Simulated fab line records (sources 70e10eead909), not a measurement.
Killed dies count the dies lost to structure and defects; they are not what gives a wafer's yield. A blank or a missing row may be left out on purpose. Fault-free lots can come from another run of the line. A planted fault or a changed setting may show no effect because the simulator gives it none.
fab line records	flow nandHarc
[record] lots = 6	wafers = 16	lastDay = 24
route steps=1159 shown A_SLIT@789 A_SIN_REMOVE@804 A_WL_FILL@809 END@1159
lots that met no fault: from a run of the same line without faults
startH: start of the lot's first displayed wafer, in hours after the record's first day	waitH: hours elapsed since this lot's preceding step	" identical to the entry in the row above	L1.1+2: one row covering several wafers at once	- either no value or no given start	* or withheld: withheld	< > ~ a bound
route shown NAME@n: NAME is a module with steps in the file, n the number in the route of the first one	usual: average and standard deviation across the fault-free wafers	same: alike in all rows	chamber/n: place in a boat	sites: the reading at each site	_std_site: how widely they spread, as a standard deviation	_edge_site: mean of outer sites minus mean of inner sites	radiusMm: for every site, how far away it sits from the centre of the wafer	mask NAME#n: copy n	behind: the most recent tool/chamber to have shaped the wafer	hold: reason for holding the lot/hours on hold/outcome of the hold	device: the transistor (n, p or np) that didn't switch	end of line: the tests these same wafers got at the end of their route	where a step has no rows: the recipe by itself	killed: at the first sort, the dies lost to defects and structure; wafer yield is something else	map: dies across one wafer; x = killed, . = not, _ = none there
set.NAME: the setting as run; set.NAME@STEP: as run at that earlier step	model.NAME: the simulator's own value behind a step, which no gauge read
a table for each step, a row for each wafer; lots at some steps of the route
services: when a tool's chamber went out of use (startH, in hours from the record's first day, below 0 if earlier), for how many hours, and the reason
[[steps]]
[step NHARC_A_SLIT_DEVELOP_08]
[recipe] developTimeS = 35	devTempC = 23
[step NHARC_A_SLIT_CD_MEAS_09]
[recipe] targetCdNm = 300	landingEnergyEv = 500
[usual] cdNm = 299.9/0.42
lot.wafer	tool	chamber	startH	waitH	cdNm
L626.2	cdSem-02	0	331.36	-	300.3
L626.3	"	0	"	"	299.9
L626.5	"	0	"	"	300.1
L633.3	cdSem-02	0	362.75	-	299.7
L633.4	"	0	"	"	300.3
L633.5	"	0	"	"	300.6
L639.2	cdSem-02	0	391.27	-	299.9
L639.3	"	0	"	"	300.1
L639.6	"	0	"	"	299.5
L638.4	cdSem-01	0	391.88	-	299.0
L644.2	cdSem-02	0	430.47	-	300.4
L644.3	"	0	"	"	300.2
L644.6	"	0	"	"	300.2
L646.1	cdSem-01	0	444.66	-	300.1
L646.2	"	0	"	"	299.6
L646.5	"	0	"	"	299.6
[step NHARC_A_SLIT_OVL_MEAS_10]
[usual] overlayXNm = 0.0/0.88	overlayYNm = 0.1/0.93
lot.wafer	tool	chamber	startH	waitH	overlayXNm	overlayYNm
L626.2	overlay-01	-	331.45	-	-0.8	-0.9
L626.3	"	-	"	"	-0.8	-0.8
L626.5	"	-	"	"	-0.7	-1.3
L633.3	overlay-01	-	362.83	-	-0.2	0.0
L633.4	"	-	"	"	0.3	-0.1
L633.5	"	-	"	"	-0.2	-0.1
L639.2	overlay-02	-	391.35	-	-1.7	0.4
L639.3	"	-	"	"	-1.2	0.1
L639.6	"	-	"	"	-1.3	-0.1
L638.4	overlay-01	-	391.96	-	-0.2	-0.7
L644.2	overlay-01	-	430.55	-	0.8	-0.6
L644.3	"	-	"	"	1.4	-0.7
L644.6	"	-	"	"	0.6	-0.3
L646.1	overlay-02	-	444.75	-	1.0	1.1
L646.2	"	-	"	"	0.9	0.4
L646.5	"	-	"	"	1.0	0.8
[step NHARC_A_SLIT_INSPECT_11]
[usual] rawDefectCount = 22/9.8
lot.wafer	tool	chamber	startH	waitH	rawDefectCount
L626.2	defectInspect-01	-	331.49	0.0	12
L626.3	"	-	"	"	15
L626.5	"	-	"	"	12
L633.3	defectInspect-01	-	362.87	0.0	24
L633.4	"	-	"	"	15
L633.5	"	-	"	"	16
L639.2	defectInspect-01	-	391.39	0.0	10
L639.3	"	-	"	"	15
L639.6	"	-	"	"	15
L638.4	defectInspect-02	-	392.00	0.0	18
L644.2	defectInspect-01	-	430.59	0.0	19
L644.3	"	-	"	"	14
L644.6	"	-	"	"	19
L646.1	defectInspect-01	-	444.79	0.0	37
L646.2	"	-	"	"	38
L646.5	"	-	"	"	32
[step NHARC_A_SLIT_DESCUM_14]
[recipe] timeS = 3	o2FlowSccm = 200	arFlowSccm = 0	biasPowerW = 0	chemistry = O2
[usual] drypumpMotorCurrentA = 5.6/0.47	oesProductAu = 1.001/0.0075	rfVppV = 57.9/0.89	showerheadPlenumPTorr = 1.93/0.086	throttleValvePct = 11.311/0.01
[same] biasPowerW = 0
lot.wafer	tool	chamber	startH	waitH	drypumpMotorCurrentA	oesProductAu	rfHoursCounterH	rfVppV	showerheadPlenumPTorr	throttleValvePct
L626.3	rieDiel-09	3	331.55	0.1	5.6	0.994	7	59.1	1.93	11.300
L626.2	"	2	"	"	5.2	1.006	7	56.8	1.92	11.306
L626.5	"	0	"	"	6.6	1.000	-	56.4	2.03	11.308
L633.3	rieDiel-03	2	362.93	0.1	5.0	1.011	11	58.4	1.79	11.307
L633.4	"	0	"	"	5.1	1.003	11	58.2	1.86	11.316
L633.5	"	1	"	"	5.2	1.002	-	57.6	1.80	11.287
L639.2	rieDiel-04	2	391.45	0.1	6.3	0.996	5	57.3	1.97	11.302
L639.3	"	1	"	"	5.4	0.988	5	57.0	1.87	11.300
L639.6	"	2	"	"	6.2	1.010	-	57.9	1.97	11.312
L638.4	rieDiel-03	0	392.07	0.1	5.2	1.006	13	56.3	1.86	11.292
L644.2	rieDiel-04	2	430.66	0.1	6.2	1.003	7	58.4	1.97	11.304
L644.3	"	0	"	"	5.6	0.987	8	56.9	1.90	11.307
L644.6	"	2	"	"	6.3	1.003	-	58.0	1.97	11.316
L646.2	rieDiel-09	1	444.85	0.1	5.7	0.996	0	58.4	2.02	11.309
L646.1	"	3	"	"	5.6	1.004	1	57.7	1.93	11.308
L646.5	"	2	"	"	5.2	0.996	-	55.7	1.92	11.297
[step NHARC_A_SLIT_ETCH_24]
[recipe] targetDepthA = 1210	timeS = 60.5	cf4FlowSccm = 100	chf3FlowSccm = 30	arFlowSccm = 0	rfW = 500	biasW = 200	chemistry = CF4/CHF3
[usual] drypumpMotorCurrentA = 5.6/0.48	oesProductAu = 0.964/0.015	rfVppV = 371.0/2.4	showerheadPlenumPTorr = 1.58/0.067	throttleValvePct = 16.803/0.0088
lot.wafer	tool	chamber	startH	waitH	drypumpMotorCurrentA	oesProductAu	rfHoursCounterH	rfVppV	showerheadPlenumPTorr	throttleValvePct
L626.3	rieDiel-09	3	331.64	0.1	5.5	0.961	7	371.6	1.59	16.808
L626.2	"	1	"	"	5.7	0.980	7	373.0	1.66	16.801
L626.5	"	2	"	"	5.2	0.983	-	368.4	1.58	16.798
L633.3	rieDiel-03	0	363.01	0.1	5.2	0.983	11	369.0	1.53	16.808
L633.4	"	3	"	"	5.4	0.977	11	374.2	1.69	16.808
L633.5	"	1	"	"	5.2	0.957	-	367.2	1.48	16.801
L639.2	rieDiel-04	0	391.55	0.1	5.6	0.972	5	371.7	1.56	16.816
L639.3	"	1	"	"	5.4	0.978	5	368.9	1.54	16.790
L639.6	"	2	"	"	6.3	0.962	-	373.1	1.62	16.789
L638.4	rieDiel-03	0	392.14	0.1	5.2	0.965	13	370.0	1.53	16.802
L644.2	rieDiel-04	2	430.74	0.1	6.3	0.953	7	372.4	1.62	16.801
L644.3	"	0	"	"	5.7	0.960	8	369.2	1.56	16.795
L644.6	"	1	"	"	5.4	0.960	-	371.1	1.54	16.795
L646.1	rieDiel-09	0	444.93	0.1	6.6	0.974	1	373.7	1.66	16.793
L646.2	"	3	"	"	5.6	0.973	1	371.6	1.58	16.812
L646.5	"	1	"	"	5.8	0.968	-	373.1	1.66	16.812
[step NHARC_A_SLIT_ETCH_15]
[recipe] targetDepthA = 32000	overEtchFrac = 0.3	timeS = 832	ionEnergyEv = 150	o2FlowSccm = 400	cosFlowSccm = 20	arFlowSccm = 0	rfW = 500	biasW = 300	chemistry = O2/COS
[usual] drypumpMotorCurrentA = 5.6/0.46	oesProductAu = 1.003/0.0069	rfVppV = 314.5/2	showerheadPlenumPTorr = 3.14/0.13	throttleValvePct = 28.329/0.0085
lot.wafer	tool	chamber	startH	waitH	drypumpMotorCurrentA	oesProductAu	rfHoursCounterH	rfVppV	showerheadPlenumPTorr	throttleValvePct
L626.3	rieDiel-09	1	-	-	5.7	0.988	7	317.7	3.29	28.316
L626.2	"	2	"	"	5.2	0.997	7	314.9	3.14	28.336
L626.5	"	3	"	"	5.6	0.983	-	314.9	3.15	28.328
L633.3	rieDiel-03	3	-	-	5.4	1.003	11	318.0	3.35	28.326
L633.4	"	2	"	"	5.0	1.012	11	312.0	2.94	28.325
L633.5	"	0	"	"	5.2	1.003	-	314.1	3.04	28.346
L639.2	rieDiel-04	1	-	-	5.4	1.006	5	314.1	3.05	28.332
L639.3	"	2	"	"	6.3	1.010	5	315.4	3.21	28.332
L639.6	"	1	"	"	5.4	1.010	-	313.7	3.05	28.328
L638.4	rieDiel-03	2	-	-	5.0	1.006	12	311.8	2.94	28.328
L644.3	rieDiel-04	3	-	-	5.7	1.007	7	314.8	3.19	28.335
L644.2	"	0	"	"	5.6	1.001	8	313.9	3.10	28.335
L644.6	"	1	"	"	5.4	1.010	-	314.3	3.05	28.332
L646.1	rieDiel-09	3	-	-	5.6	0.992	1	315.6	3.14	28.323
L646.2	"	0	"	"	6.6	0.987	1	316.0	3.30	28.325
L646.5	"	2	"	"	5.2	0.996	-	315.0	3.13	28.337
[step NHARC_A_SLIT_ETCH_17]
[recipe] biasV = 900	sourceW = withheld	pressureMtorr = 20	arFlowSccm = 375	c4f8FlowSccm = 83.3	o2FlowSccm = 41.7	timeS = 1687.5	targetDepthA = 1.01e+05	chemistry = C4F8/O2/Ar
[step NHARC_A_SLIT_ETCH_26]
[recipe] biasV = 400	sourceW = 2000	pressureMtorr = 25	timeS = 90	arFlowSccm = 375	c4f8FlowSccm = 41.7	o2FlowSccm = 83.3	targetDepthA = 4000	chemistry = C4F8/O2/Ar
[step NHARC_A_SLIT_STRIP_28]
[recipe] o2FlowSccm = 400	cosFlowSccm = 20	arFlowSccm = 0	biasW = 0	chemistry = O2/COS
[step NHARC_A_SLIT_ETCH_29]
[recipe] targetDepthA = 1000	overetchA = 100	timeS = 55	ionEnergyEv = 100	cf4FlowSccm = 80	o2FlowSccm = 20	arFlowSccm = 0	rfW = 300	biasW = 100	chemistry = CF4/O2
[step NHARC_A_SLIT_STRIP_18]
[recipe] o2FlowSccm = 500	arFlowSccm = 0	biasW = 0	chemistry = O2
[usual] drypumpMotorCurrentA = 5.6/0.43	oesProductAu = 1.002/0.0063	rfVppV = 57.8/0.88	showerheadPlenumPTorr = 3.55/0.14	throttleValvePct = 17.037/0.0083
lot.wafer	tool	chamber	startH	waitH	drypumpMotorCurrentA	oesProductAu	rfHoursCounterH	rfVppV	showerheadPlenumPTorr	throttleValvePct
L626.2	rieDiel-03	1	-	-	5.2	1.009	5	56.7	3.33	17.041
L626.3	"	2	"	"	5.0	1.008	9	57.1	3.32	17.042
L626.5	"	0	"	"	5.2	1.000	-	57.8	3.43	17.032
L633.3	rieDiel-03	0	-	-	5.2	1.000	11	57.8	3.43	17.034
L633.4	"	1	"	"	5.2	0.987	8	57.2	3.33	17.029
L633.5	"	1	"	"	5.3	1.007	-	57.6	3.33	17.041
L639.3	rieDiel-09	0	-	-	6.6	1.009	8	57.7	3.73	17.052
L639.2	"	1	"	"	5.7	0.989	12	60.0	3.71	17.044
L639.6	"	3	"	"	5.6	1.002	-	58.3	3.56	17.008
L638.4	rieDiel-09	3	-	-	5.6	1.006	11	58.1	3.56	17.036
L644.2	rieDiel-04	1	-	-	5.4	0.999	9	56.1	3.45	17.047
L644.3	"	2	"	"	6.3	1.010	8	57.8	3.63	17.036
L644.6	"	2	"	"	6.3	0.998	-	57.6	3.63	17.027
L646.2	rieDiel-04	0	-	-	5.7	0.997	10	57.6	3.50	17.035
L646.1	"	1	"	"	5.4	0.993	11	58.7	3.45	17.040
L646.5	"	0	"	"	5.7	0.997	-	58.2	3.50	17.028
[step NHARC_A_SLIT_PRECLEAN_19]
[recipe] timeS = *	tempC = 50	bathAgeMin = 0	chemistry = SC1
lot.wafer	tool	chamber	startH	waitH
L626.5+3+2	wetBench-03	5,6,0	334.81	-
L633.3+5+4	wetBench-07	0,2,4	366.19	-
L639.2+3+6	wetBench-03	6,7,0	394.73	-
L638.4	wetBench-03	7	395.34	-
L644.3+6+2	wetBench-07	6,7,1	433.89	-
L646.2+1+5	wetBench-01	0,2,3	448.42	-
[step NHARC_A_SLIT_SRD_20]
[step NHARC_A_SLIT_CD_MEAS_21]
[usual] cdNm = 289.5/0.72
lot.wafer	tool	chamber	startH	waitH	cdNm
L626.2	cdSem-03	-	334.94	-	289.4
L626.3	"	-	"	"	288.9
L626.5	"	-	"	"	290.3
L633.3	cdSem-03	-	366.34	-	288.9
L633.4	"	-	"	"	288.4
L633.5	"	-	"	"	288.3
L639.2	cdSem-02	-	394.85	-	288.8
L639.3	"	-	"	"	288.5
L639.6	"	-	"	"	288.0
L638.4	cdSem-03	-	395.48	-	289.4
L644.2	cdSem-01	-	434.03	-	289.8
L644.3	"	-	"	"	289.2
L644.6	"	-	"	"	288.9
L646.1	cdSem-03	-	448.54	-	288.9
L646.2	"	-	"	"	288.9
L646.5	"	-	"	"	289.0
[step NHARC_A_SIN_REMOVE_WET_00]
[recipe] tempC = 160	timeS = 15300	chemistry = H3PO4
[step NHARC_A_SIN_REMOVE_PRECLEAN_01]
[recipe] timeS = *	tempC = 50	bathAgeMin = 0	chemistry = SC1
[step NHARC_A_SIN_REMOVE_SRD_02]
[step NHARC_A_SIN_REMOVE_INSPECT_04]
[usual] rawDefectCount = 312/72
lot.wafer	tool	chamber	startH	waitH	hold	rawDefectCount
L626.2	defectInspect-01	-	340.42	0.0	-	234
L626.3	"	-	"	"	-	294
L626.5	"	-	"	"	-	241
L633.3	defectInspect-01	-	373.96	0.0	-	384
L633.4	"	-	"	"	-	283
L633.5	"	-	"	"	-	384
L639.2	defectInspect-01	-	402.51	0.1	awaitDispo/0.2h/release	296
L639.3	"	-	"	"	awaitDispo/0.2h/release	620
L639.6	"	-	"	"	awaitDispo/0.2h/release	247
L639.2	defectInspect-01	-	402.69	0.2	-	310
L639.3	"	-	"	"	-	603
L639.6	"	-	"	"	-	256
L638.4	defectInspect-02	-	402.52	0.1	awaitDispo/0.2h/release	699
L638.4	defectInspect-02	-	402.69	0.2	-	697
L644.2	defectInspect-02	-	441.63	0.0	-	178
L644.3	"	-	"	"	-	259
L644.6	"	-	"	"	-	375
L646.1	defectInspect-02	-	454.01	0.0	-	264
L646.2	"	-	"	"	-	378
L646.5	"	-	"	"	-	368
[step NHARC_A_WL_FILL_ALD_00]
[recipe] targetThkA = 30	pulseTimeS = 3	aldCycles = 30	tempC = 300	material = Al2O3
[usual] heaterPowerW = 471/45	precursorPulseHeightRel = 1.001/0.018
lot.wafer	tool	chamber	startH	waitH	hold	heaterPowerW	precursorPulseHeightRel	sinceWetCleanH
L626.2	aldHk-04	1	340.61	0.2	-	421	1.021	141
L626.3	"	2	"	"	-	504	0.987	141
L626.5	"	2	"	"	-	505	0.958	-
L633.3	aldHk-01	3	374.08	0.1	-	502	0.981	132
L633.4	"	0	"	"	-	460	1.002	132
L633.5	"	1	"	"	-	533	0.986	-
L639.3	aldHk-04	0	406.45	3.8	awaitDispo/3.7h/release	480	0.996	28
L639.2	"	1	"	"	awaitDispo/3.7h/release	419	0.984	28
L639.6	"	0	"	"	awaitDispo/3.7h/release	474	0.998	-
L638.4	aldHk-01	1	406.95	4.3	awaitDispo/4.2h/release	549	0.981	165
L644.2	aldHk-01	2	443.22	1.6	-	448	0.961	24
L644.3	"	0	"	"	-	456	1.011	24
L644.6	"	1	"	"	-	513	1.007	-
L646.2	aldHk-01	3	454.33	0.3	-	508	1.004	35
L646.1	"	2	"	"	-	438	1.022	35
L646.5	"	3	"	"	-	481	1.011	-
[step NHARC_END_SORT_01]
[recipe] tempC = 25
[usual] killedAtArray = 26/9.6	killedAtOther = 0.7/0.92	killedAtPeriphery = 3.8/2.7	killedDies = 31/10	killedOpen = 3.3/1.7	killedShort = 1.8/1.3
[same] grossDies = 677
lot.wafer	tool	chamber	startH	waitH	killedAtArray	killedAtOther	killedAtPeriphery	killedDies	killedOpen	killedShort
L633.3	prober-02	0	479.32	3.1	27	2	6	35	6	1
L633.4	prober-02	0	480.12	3.4	22	3	5	30	1	5
L633.5	prober-02	0	480.91	3.7	17	2	6	25	2	0
L639.2	prober-01	0	511.35	2.8	16	0	3	19	6	1
L639.3	prober-01	0	512.15	3.1	78	0	2	80	2	3
L639.6	prober-01	0	514.54	4.0	18	0	5	23	6	0
L638.4	prober-02	0	545.99	3.4	85	0	8	93	5	2
// killed by level:class
L633.3 A_SGD_CUT:chamberFilmFlake=9 A_CHANNEL_HOLE_D1:chamberFilmFlake=5 A_SLIT:chamberFilmFlake=5 P_GATE:chamberFilmFlake=2 P_BONDPAD:chamberFilmFlake=2 A_STAIRCASE:chamberFilmFlake=2 THIN_TSV:chamberFilmFlake=2 P_CONTACT:geometricParticle:open=1
L633.4 A_SLIT:chamberFilmFlake=7 A_SGD_CUT:chamberFilmFlake=5 P_GATE:chamberFilmFlake=3 THIN_TSV:chamberFilmFlake=3 A_SGD_CUT:geometricParticle:short=2 A_CHANNEL_HOLE_D1:chamberFilmFlake=2 A_CONTACT:chamberFilmFlake=2 P_GATE:geometricParticle:short=1
L633.5 A_SGD_CUT:chamberFilmFlake=5 A_SLIT:chamberFilmFlake=5 P_BONDPAD:chamberFilmFlake=3 A_CHANNEL_HOLE_D1:chamberFilmFlake=3 P_GATE:chamberFilmFlake=2 A_CONTACT:chamberFilmFlake=2 THIN_TSV:chamberFilmFlake=2 P_M0:geometricParticle:open=1
L639.2 A_CONTACT:chamberFilmFlake=4 P_M0:chamberFilmFlake=3 A_CHANNEL_HOLE_D1:chamberFilmFlake=3 A_CHANNEL_FILL_D1:geometricParticle:open=2 A_CHANNEL_FILL_D1:geometricParticle:short=1 A_SGD_CUT:geometricParticle:open=1 A_WL_FILL:geometricParticle:open=1 A_CONTACT:geometricParticle:open=1
L639.3 A_SLIT:unspecified=59 A_WL_FILL:chamberFilmFlake=4 A_CHANNEL_HOLE_D1:chamberFilmFlake=3 A_CONTACT:chamberFilmFlake=3 A_CHANNEL_FILL_D1:geometricParticle:short=2 P_M0:chamberFilmFlake=2 A_CHANNEL_FILL_D1:chamberFilmFlake=2 A_CHANNEL_FILL_D1:geometricParticle:open=1
L639.6 A_CHANNEL_HOLE_D1:chamberFilmFlake=5 P_M0:chamberFilmFlake=3 A_CONTACT:chamberFilmFlake=3 A_CONTACT:geometricParticle:open=2 A_WL_FILL:chamberFilmFlake=2 P_M2:geometricParticle:open=1 A_CHANNEL_FILL_D1:geometricParticle:open=1 A_WL_FILL:geometricParticle:open=1
L638.4 A_SLIT:unspecified=63 A_STAIRCASE:chamberFilmFlake=7 A_SLIT:chamberFilmFlake=6 P_BONDPAD:chamberFilmFlake=3 P_STI:chamberFilmFlake=2 A_CHANNEL_HOLE_D1:chamberFilmFlake=2 A_CHANNEL_FILL_D1:chamberFilmFlake=2 P_GATE:geometricParticle:open=1
// map L638.4 (x killed, . not)
____________.____________
_________......x_________
_______.....xx...._______
______x............______
_____.x............._____
____.....x.........x.____
____..............xxx____
___..............x.xxx___
___..x............xxxx___
__................xxxxx__
__...............xxxxxx__
_....x..........xxxxxxxx_
_................xxxxxxx_
_......x.x........xxxxxx_
_.................xxxxxx_
_................xxxxxxx_
.......x.......x....xxxx.
.................xxx..x..
.........................
......x.........x........
..x.................x....
_......................._
_..............x........_
_......................._
_.....................xx_
_.....................xx_
__...................xx__
__....................x__
___...................___
___...................___
____.x.........x.....____
____................x____
_____.........x....._____
______.............______
_______..........._______
_________......._________
____________.____________
// map L639.3 (x killed, . not)
____________.____________
_________......._________
_______.x.x......._______
______.............______
_____x.............._____
____xx........x..x...____
____...............xx____
___................xxx___
___............x.xxxxx___
__.....x..........xxxxx__
__...............xxxxxx__
_.....x..........xxxxxxx_
_...............x.xxxxxx_
_.......x.......xxxxxxxx_
_.................xxxxxx_
_.....x..........xxxxxx._
.......x...........x.x...
.................x..x....
..................x......
.....x...................
.........................
_......................._
_........x..x..........._
_.......x..............._
_..........x............_
_......................._
__..x..................__
__.....................__
___...................___
___...................___
____.................____
____..........x......____
_____..............._____
______.............______
_______..........._______
_________......._________
____________.____________
[[services]]
tool	chamber	startH	hours	kind
rieDiel-04	0	310.28	3.1	repair
rieDiel-04	0	322.40	-	clean
rieDiel-04	1	322.40	-	clean
rieDiel-04	2	322.40	-	clean
rieDiel-04	3	322.40	-	clean
wetBench-03	-	322.40	8.0	pm
rieDiel-04	0	346.90	-	clean
rieDiel-04	1	346.90	-	clean
rieDiel-04	2	346.90	-	clean
rieDiel-04	3	346.90	-	clean
wetBench-01	-	351.18	8.6	repair
rieDiel-04	0	371.40	-	clean
rieDiel-04	1	371.40	-	clean
wetBench-07	-	377.38	6.2	repair
wetBench-01	-	389.60	8.0	pm
rieDiel-03	-	392.58	9.0	pm
rieDiel-03	1	405.02	9.2	repair
aldHk-01	-	409.67	10.0	pm
rieDiel-09	2	415.20	1.7	repair
rieDiel-04	2	422.05	4.0	repair
wetBench-03	-	424.62	1.5	repair
rieDiel-09	-	431.10	9.0	pm
aldHk-01	-	444.88	4.1	repair
wetBench-07	-	448.00	8.0	pm
[[key]]
[firstSign] step = NHARC_A_SIN_REMOVE_INSPECT_04	reading = visit	direction = added
[effect] step = NHARC_A_SIN_REMOVE_INSPECT_04	reading = rawDefectCount	direction = up	sigmas = 4.9	usual = 312	struck = 660
[effect] step = NHARC_END_SORT_01	reading = killedAtArray	direction = up	sigmas = 5.7	usual = 26	struck = 82
[moreKillsBornAt] NHARC_A_SLIT_PRECLEAN_19@wetBench-03 = 122
metAt NHARC_A_SLIT_PRECLEAN_19
struckWafers L638.4,L639.3
testerLeftOut L638,L639
[fault] kind = chamberParticleSource	tool = wetBench-03	chamber = 7	onsetH = 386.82	steps = NHARC_A_SLIT_PRECLEAN_19	ratePerVisitCm2 = 0.47452	endH = 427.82
// testerLeftOut: of these lots the tester's yield and bins aren't shown, on N5 and GAA mostly nor the transistor test; their killed dies are dies lost to structure and defects alone, not to doping, threshold or leakage, so they don't give the yield
